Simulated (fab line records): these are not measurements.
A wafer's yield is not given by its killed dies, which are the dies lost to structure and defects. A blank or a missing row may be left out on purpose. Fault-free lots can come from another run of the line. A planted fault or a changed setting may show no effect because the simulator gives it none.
Problem report, 8D (eight disciplines) form, completed by code | flow n5 finfet | the parts of the form that need people (team, actions taken, sign-off) are left out

1. WHAT WENT WRONG
Wafers without a fault read 70, standard deviation 25; raw defect count at N5_BEOL_M14_INSPECT_55 reads a mean of 974 on 2 wafers belonging to 2 lots. Relative to the usual mean, that is a shift of +36 standard deviations.
The step: inspects for defects (darkfield).
Earliest sighting: wafer L972.6 on defect inspect-02 at day 15 08:31. The record holds 35 wafers of 12 lots with a number at this step. Rule for "out" (also "out of limits"): further than 4 standard deviations from the usual mean. The rest of the wafers with a number are treated as sound.

2. WHAT IT IS AND WHAT IT IS NOT
question                    | is                                   | is not
which readings at this step | raw defect count                     | -
which lots                  | L972, L975                           | L957, L959, L961, L962, L963, L964, L965, L966, L967, L978
which wafers of those lots  | L972.6, L975.5                       | L972.1, L972.4, L975.4, L975.6
read on which gauges        | defect inspect-01, defect inspect-02 | -
when                        | from day 15 08:31                    | up to then (28 sound wafers); but 5 sound wafers of L975, L978 came after

3. SUSPECTS, AND WHAT RULES EACH OUT
Counting: any tool at a process step up to the reading remains a suspect provided it ran every lot that is out. Sound lots after the first of them don't rule it out here, since some wafers of a struck lot are sound.
- ruled out: the gauge at N5_BEOL_M14_INSPECT_55. The wafers that are out were read on 2 gauges (defect inspect-01, defect inspect-02).
- pvd sputter-01 at N5_BEOL_M14_SPUTTER_45 (material Cu, target thk 100 nm, time 16.67 s): kept. It processed each lot that is out (first: L972, day 15 07:26); up to then, its last sound lot is L963 (day 13 06:07).
- rtp anneal-02 at N5_BEOL_M14_ANNEAL_48 (time 90 s): kept. It processed each lot that is out (first: L972, day 15 07:45); up to then, its last sound lot is L963 (day 13 06:28).
- pecvd-01 at N5_BEOL_M14_PRE_CLEAN_52 (time 15 s): kept. It processed each lot that is out (first: L972, day 15 08:23); up to then, its last sound lot is L966 (day 14 00:38).
pvd sputter-01 at N5_BEOL_M14_SPUTTER_45, rtp anneal-02 at N5_BEOL_M14_ANNEAL_48 and pecvd-01 at N5_BEOL_M14_PRE_CLEAN_52 are what is left after counting.

4. THE CAUSE (what the simulator had put in)
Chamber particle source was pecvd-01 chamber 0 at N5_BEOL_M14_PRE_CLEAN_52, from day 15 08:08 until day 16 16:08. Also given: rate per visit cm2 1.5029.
Counting leaves 3 suspects; this tool is one of them.

5. THE EFFECT CHAIN, in route order
Each row: a reading whose mean over the struck wafers that have a number lies more than 3 standard deviations from the usual. Only readings for which the record gives a usual standard deviation are gone through. hours: the time from each lot's start at the first step in this table that gives one to its start at this step, as a median over the lots. sigmas: the change in usual standard deviations.
hours | step                    | reading              | usual  | on struck wafers | change | sigmas
0     | N5_BEOL_M14_INSPECT_55  | raw defect count     | 70     | 974              | +904   | +36
24    | N5_PASSIVATION_PROBE_49 | defect limited yield | 91.5 % | 86.8             | -4.8   | -3.2
24    | N5_PASSIVATION_PROBE_49 | killed_at_M4_up      | 13     | 69               | +56    | +11
24    | N5_PASSIVATION_PROBE_49 | killed dies          | 100    | 156              | +56    | +3.1
24    | N5_PASSIVATION_PROBE_49 | killed on rim        | 13     | 28               | +16    | +4.1
24    | N5_PASSIVATION_PROBE_49 | sort_bin_5_function  | 5.0 %  | 8.0              | +3.0   | +3.0
24    | N5_PASSIVATION_PROBE_49 | sort n pass          | 1080   | 1024             | -56    | -3.1
24    | N5_PASSIVATION_PROBE_49 | sort yield pct       | 91.5 % | 86.8             | -4.8   | -3.2
Its process steps:
- N5_PASSIVATION_PROBE_49

6. WHAT WOULD HAVE CAUGHT IT SOONER
Counted from the fault's start at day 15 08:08, it took 0 hours until the first out-of-limits reading at a measuring or inspecting step in this record, taken at day 15 08:31.
L975, from the lots that are out (2), started N5_BEOL_M14_PRE_CLEAN_52 on pecvd-01 later than day 15 08:31. It would have been spared by a hold on the tool at that moment.
